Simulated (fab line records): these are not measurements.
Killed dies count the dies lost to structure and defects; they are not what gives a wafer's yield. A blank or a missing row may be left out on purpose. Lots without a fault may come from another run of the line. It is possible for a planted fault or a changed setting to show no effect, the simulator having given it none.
Split-lot trial + flow n5-finfet + 21 wafers read across 7 lots, on a route 1938 steps long

## SPLIT DETAILS
At N5_DUMMY_GATE_ETCH_31 (etches SiO2 in C4F6/O2, target depth 82.5 nm, time 27.5 s), the setting target-depth-a was moved away from the recipe's 825 angstrom on 7 of the 21 wafers read, by -11.2% to +6.0%. For the rest of the wafers, this setting stayed at what the recipe calls for.

The reading is taken at the split's own step.

## THE READING
SOC_of_DUMMY_GATE_COAT_34.thk-nm (the simulator's own value, which no gauge read), in nm, at N5_DUMMY_GATE_ETCH_31 (etches SiO2 in C4F6/O2, target depth 82.5 nm, time 27.5 s). The file does not state a usual value for it. Across the 14 wafers here that went through the recipe, the average is 51.7 nm and the standard deviation 0.22 nm.

| wafer  | tool, chamber at the split | target-depth-a as run, angstrom | against the recipe | SOC_of_DUMMY_GATE_COAT_34.thk-nm, nm | against lot-mates on the recipe |
|--------|----------------------------|---------------------------------|--------------------|--------------------------------------|---------------------------------|
| L078.1 | rie-diel-05, 3             | 825                             | recipe             | 51.6                                 | -                               |
| L078.4 | rie-diel-05, 1             | 763.8                           | -7.4%              | 52.6                                 | +0.8                            |
| L078.5 | rie-diel-05, 2             | 825                             | recipe             | 52                                   | -                               |
| L079.1 | rie-diel-05, 0             | 825                             | recipe             | 51.6                                 | -                               |
| L079.2 | rie-diel-05, 3             | 874.2                           | +6.0%              | 51.2                                 | -0.4                            |
| L079.6 | rie-diel-05, 3             | 825                             | recipe             | 51.6                                 | -                               |
| L080.1 | rie-diel-02, 3             | 825                             | recipe             | 51.6                                 | -                               |
| L080.2 | rie-diel-02, 1             | 825                             | recipe             | 51.4                                 | -                               |
| L080.3 | rie-diel-02, 0             | 825                             | recipe             | 51.4                                 | -                               |
| L082.2 | rie-diel-02, 0             | 738                             | -10.5%             | 52.6                                 | +0.8                            |
| L082.4 | rie-diel-02, 3             | 825                             | recipe             | 52                                   | -                               |
| L082.6 | rie-diel-02, 2             | 825                             | recipe             | 51.6                                 | -                               |
| L083.1 | rie-diel-02, 3             | 745.6                           | -9.6%              | 52.8                                 | +0.8                            |
| L083.5 | rie-diel-02, 0             | 825                             | recipe             | 52                                   | -                               |
| L083.6 | rie-diel-02, 1             | 745.6                           | -9.6%              | 52.6                                 | +0.6                            |
| L085.4 | rie-diel-02, 2             | 825                             | recipe             | 51.8                                 | -                               |
| L085.5 | rie-diel-02, 3             | 825                             | recipe             | 52                                   | -                               |
| L085.6 | rie-diel-02, 2             | 825                             | recipe             | 51.8                                 | -                               |
| L097.2 | rie-diel-04, 3             | 825                             | recipe             | 52                                   | -                               |
| L097.3 | rie-diel-04, 1             | 732.8                           | -11.2%             | 52.6                                 | +0.6                            |
| L097.5 | rie-diel-04, 1             | 732.8                           | -11.2%             | 52.6                                 | +0.6                            |

FIT RESULTS
A straight line over all 21 wafers: SOC_of_DUMMY_GATE_COAT_34.thk-nm changes by -0.0879 nm for each +1% of target-depth-a; r = -0.91; the points scatter about the line by 0.2 nm.
The same after taking each lot's own level away (the mean of its wafers on the recipe; 21 wafers): -0.0679 nm for each +1%; r = -0.93; scatter 0.14 nm.
That fit puts the effect of the largest move of target-depth-a on the reading at 0.76 nm.
The lots' own levels span 51.47 to 52.00 nm, that is 2.4 times the standard deviation above.
In other words, the slope is changed by the lot-to-lot level; the two fits disagree.
Check: with one of the wafers moved furthest among these (-11.2%) left out of the fit, the line predicts +0.807 nm for it against its lot-mates. It came out at +0.6 nm against them.

## ADDITIONAL SPLITS CARRIED BY THESE WAFERS
Before the reading, these wafers also passed through other splits. Each is held against what the fit with the lots' levels taken away leaves over:
| other split on the same wafers            | wafers away from the commonest value | r with SOC_of_DUMMY_GATE_COAT_34.thk-nm (lot level and that fit taken away) |
|-------------------------------------------|--------------------------------------|-----------------------------------------------------------------------------|
| N5_ZERO_LAYER_EXPOSE_08 dose-mj           | 11                                   | +0.14                                                                       |
| N5_WELL_APT_COAT_02 spin-rpm              | 8                                    | -0.04                                                                       |
| N5_PMOS_HMC_CHANNEL_EPI_PEB_07 peb-time-s | 7                                    | -0.45                                                                       |
| N5_PMOS_HMC_CHANNEL_EPI_ETCH_32 bias-w    | 6                                    | -0.13                                                                       |
| N5_FIN_SAQP_HM_DEP_72 time-s              | 10                                   | -0.10                                                                       |

## THE WHOLE CHAIN: every reading that the file lists as answering this split, in the file's order
| step                  | what it does                                              | reading                                                                           | change (the file's fit)               | r (the file's) |
|-----------------------|-----------------------------------------------------------|-----------------------------------------------------------------------------------|---------------------------------------|----------------|
| N5_DUMMY_GATE_ETCH_31 | etches SiO2 in C4F6/O2, target depth 82.5 nm, time 27.5 s | etch.depth-nm (the simulator's own value, which no gauge read)                    | +0.828 nm for each +1% of the setting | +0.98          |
| N5_DUMMY_GATE_ETCH_31 | etches SiO2 in C4F6/O2, target depth 82.5 nm, time 27.5 s | SOC_of_DUMMY_GATE_COAT_34.thk-nm (the simulator's own value, which no gauge read) | -0.072 nm for each +1% of the setting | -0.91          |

## THE FILE'S OWN FIT
SOC_of_DUMMY_GATE_COAT_34.thk-nm changes by -0.072 nm for each +1% of target-depth-a, r = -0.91.
